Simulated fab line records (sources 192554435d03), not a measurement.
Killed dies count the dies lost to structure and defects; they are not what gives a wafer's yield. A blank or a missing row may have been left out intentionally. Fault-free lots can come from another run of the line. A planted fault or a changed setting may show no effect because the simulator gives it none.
Matching of chambers | flow n5Finfet | 4 sister chambers for N5_BEOL_M12_CMP_49 on cmp-04
The step polishes, stops on SiOC, t overpolish 20.6 s, target thk 320 nm. 14 wafers are shown with their chamber, then 7 later ones without.

WAFERS, EACH WITH ITS CHAMBER
wafer  | chamber | motorCurrentA (A) | barrierFieldEndpointS (s) | slurryFilterDpKPa (kPa)
L075.1 | 2       | 6.7               | 29.5                      | 13.67
L075.3 | 0       | 5.4               | 30.8                      | 13.37
L078.3 | 3       | 4.7               | 30.6                      | 13.48
L079.1 | 0       | 5.6               | 31.1                      | 13.41
L079.4 | 2       | 6.8               | 30.7                      | 13.75
L081.1 | 3       | 4.6               | 30.1                      | 13.53
L081.2 | 1       | 6.8               | 29.6                      | 13.68
L081.3 | 0       | 5.6               | 29.6                      | 13.70
L082.1 | 1       | 7.0               | 29.6                      | 13.46
L082.3 | 2       | 6.7               | 29.1                      | 13.58
L083.2 | 1       | 6.8               | 29.5                      | 13.52
L087.2 | 1       | 6.7               | 29.8                      | 13.62
L087.3 | 2       | 6.5               | 30.2                      | 13.48
L087.4 | 0       | 5.3               | 30.5                      | 13.46

SIGNATURES (averages over the wafers above)
reading               | chamber 0 | chamber 1 | chamber 2 | chamber 3 | scatter within a chamber
motorCurrentA         | 5.475     | 6.825     | 6.675     | 4.650     | 0.129
barrierFieldEndpointS | 30.500    | 29.625    | 29.875    | 30.350    | 0.544
slurryFilterDpKPa     | 13.4850   | 13.5700   | 13.6200   | 13.5050   | 0.117
Rule: a wafer's distance from a chamber is the root of the sum, over the readings, of the square of ((its reading less the chamber's mean) divided by the reading's scatter). The wafer belongs to the nearest chamber; if the next one is less than 2 further off, it can't be placed. How the scatter is found: for the shown wafers, subtract from each reading the mean of its chamber, square and add these, divide the total by (wafers less chambers), then take the root.

WAFERS MISSING THEIR CHAMBER
wafer  | motorCurrentA (A) | barrierFieldEndpointS (s) | slurryFilterDpKPa (kPa)
L090.1 | 4.5               | 29.4                      | 13.35
L090.2 | 7.1               | 29.1                      | 13.58
L090.3 | 5.6               | 29.2                      | 13.44
L097.2 | 5.4               | 31.4                      | 13.52
L097.3 | 6.9               | 31.3                      | 13.35
L096.2 | 7.1               | 30.1                      | 13.53
L096.4 | 6.6               | 30.3                      | 13.41

WHICH CHAMBER EACH ONE RAN IN
wafer  | from the rows above     | in truth
L090.1 | 3                       | 3
L090.2 | can't be placed: 1 or 2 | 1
L090.3 | 0                       | 0
L097.2 | 0                       | 0
L097.3 | can't be placed: 1 or 2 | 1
L096.2 | can't be placed: 1 or 2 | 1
L096.4 | can't be placed: 2 or 1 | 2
Correct placement for 3 of the 7. Unplaceable from these rows: 4, with the true chamber sitting among the candidates in 4. Wrongly placed: 0.
